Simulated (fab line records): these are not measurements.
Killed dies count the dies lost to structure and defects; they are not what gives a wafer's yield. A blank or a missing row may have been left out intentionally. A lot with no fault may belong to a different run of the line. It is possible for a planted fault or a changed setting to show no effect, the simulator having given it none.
Matching of chambers :: flow n5_finfet :: rie_diel-05 running N5_SD_EPI_P_ETCH_37: 4 sister chambers
The step etches SOC in N2/H2, overetch 108 nm, time 486 s. 4 wafers are shown with their chamber, then 8 later ones without.

## WAFERS PAIRED WITH THEIR CHAMBERS
wafer: L087.3
chamber: 0
drypump_motor_current_A (A): 6.2

wafer: L087.4
chamber: 2
drypump_motor_current_A (A): 6.1

wafer: L087.6
chamber: 1
drypump_motor_current_A (A): 5.2

wafer: L089.1
chamber: 3
drypump_motor_current_A (A): 5.6

## WAFERS WHOSE CHAMBER IS MISSING
wafer: L089.2
drypump_motor_current_A (A): 5.2

wafer: L089.4
drypump_motor_current_A (A): 6.1

wafer: L090.1
drypump_motor_current_A (A): 6.2

wafer: L090.2
drypump_motor_current_A (A): 5.2

wafer: L090.3
drypump_motor_current_A (A): 6.1

wafer: L091.1
drypump_motor_current_A (A): 6.1

wafer: L091.4
drypump_motor_current_A (A): 5.2

wafer: L091.6
drypump_motor_current_A (A): 6.0

## EACH ONE'S CHAMBER
wafer: L089.2
from the rows above: 1
in truth: 1

wafer: L089.4
from the rows above: 2
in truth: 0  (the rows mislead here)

wafer: L090.1
from the rows above: 0
in truth: 0

wafer: L090.2
from the rows above: 1
in truth: 1

wafer: L090.3
from the rows above: 2
in truth: 2

wafer: L091.1
from the rows above: 2
in truth: 2

wafer: L091.4
from the rows above: 1
in truth: 1

wafer: L091.6
from the rows above: 2
in truth: 2
Placed correctly: 7 of 8. Not placeable from these rows: 0. Wrongly placed: 1.
How it was worked out, from the rows above alone: a wafer's distance from a chamber is the root of the sum, over the readings, of the square of ((its reading less the chamber's mean) divided by the reading's scatter). If the next closest chamber is less than 2 further off than the closest, the wafer can't be placed; otherwise it belongs to the closest. Each chamber's mean is taken over the wafers shown for it. The scatter (one wafer shown for each chamber): square how far every hidden wafer sits from the nearest shown wafer, average those squares and take the square root.
